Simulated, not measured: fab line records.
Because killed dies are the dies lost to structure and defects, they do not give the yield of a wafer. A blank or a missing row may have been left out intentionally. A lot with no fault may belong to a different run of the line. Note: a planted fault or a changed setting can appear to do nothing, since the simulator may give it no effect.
Chamber matching || flow nand-harc || NHARC_P_CONTACT_DEP_00 on pecvd-04: 3 sister chambers
The step deposits SiO2, target thk 500 nm. 6 wafers are shown with their chamber, then 8 later ones without.

WAFERS, EACH WITH ITS CHAMBER
{"wafer": "L755.1", "chamber": 1, "throttle-valve-pct (%)": 15.7, "heater-power-w (W)": 488}
{"wafer": "L755.6", "chamber": 2, "throttle-valve-pct (%)": 14.9, "heater-power-w (W)": 639}
{"wafer": "L758.2", "chamber": 0, "throttle-valve-pct (%)": 16.7, "heater-power-w (W)": 528}
{"wafer": "L758.4", "chamber": 1, "throttle-valve-pct (%)": 15.8, "heater-power-w (W)": 512}
{"wafer": "L758.5", "chamber": 0, "throttle-valve-pct (%)": 16.3, "heater-power-w (W)": 534}
{"wafer": "L759.1", "chamber": 2, "throttle-valve-pct (%)": 15.1, "heater-power-w (W)": 696}

WAFERS WITH NO CHAMBER GIVEN
{"wafer": "L759.3", "throttle-valve-pct (%)": 15.7, "heater-power-w (W)": 577}
{"wafer": "L759.4", "throttle-valve-pct (%)": 15.5, "heater-power-w (W)": 616}
{"wafer": "L762.1", "throttle-valve-pct (%)": 15.9, "heater-power-w (W)": 546}
{"wafer": "L762.4", "throttle-valve-pct (%)": 15.7, "heater-power-w (W)": 579}
{"wafer": "L762.6", "throttle-valve-pct (%)": 15.1, "heater-power-w (W)": 801}
{"wafer": "L772.3", "throttle-valve-pct (%)": 15.9, "heater-power-w (W)": 514}
{"wafer": "L772.5", "throttle-valve-pct (%)": 15.3, "heater-power-w (W)": 690}
{"wafer": "L772.6", "throttle-valve-pct (%)": 16.5, "heater-power-w (W)": 441}

WHICH CHAMBER EACH WENT THROUGH
{"wafer": "L759.3", "from the rows above": "can't be placed: 1 or 0", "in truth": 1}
{"wafer": "L759.4", "from the rows above": "can't be placed: 2 or 1", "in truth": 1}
{"wafer": "L762.1", "from the rows above": "can't be placed: 1 or 0", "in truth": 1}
{"wafer": "L762.4", "from the rows above": "can't be placed: 1 or 0 or 2", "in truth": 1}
{"wafer": "L762.6", "from the rows above": 2, "in truth": 2}
{"wafer": "L772.3", "from the rows above": 1, "in truth": 1}
{"wafer": "L772.5", "from the rows above": 2, "in truth": 2}
{"wafer": "L772.6", "from the rows above": "can't be placed: 0 or 1", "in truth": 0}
Correctly placed: 3 of 8. Cannot be placed on the basis of these rows: 5; the candidates contain the true chamber in 5. Number placed wrongly: 0.
How it was worked out, from the rows above alone: a wafer's distance from a chamber is the root of the sum, over the readings, of the square of ((its reading less the chamber's mean) divided by the reading's scatter). The wafer belongs to the nearest chamber; if the next one is less than 2 further off, it can't be placed. For every chamber, the mean is computed from those of its wafers that are shown. The scatter: take each reading less its chamber's mean, square it, sum over the shown wafers, divide by the number of wafers less the number of chambers, and take the root.
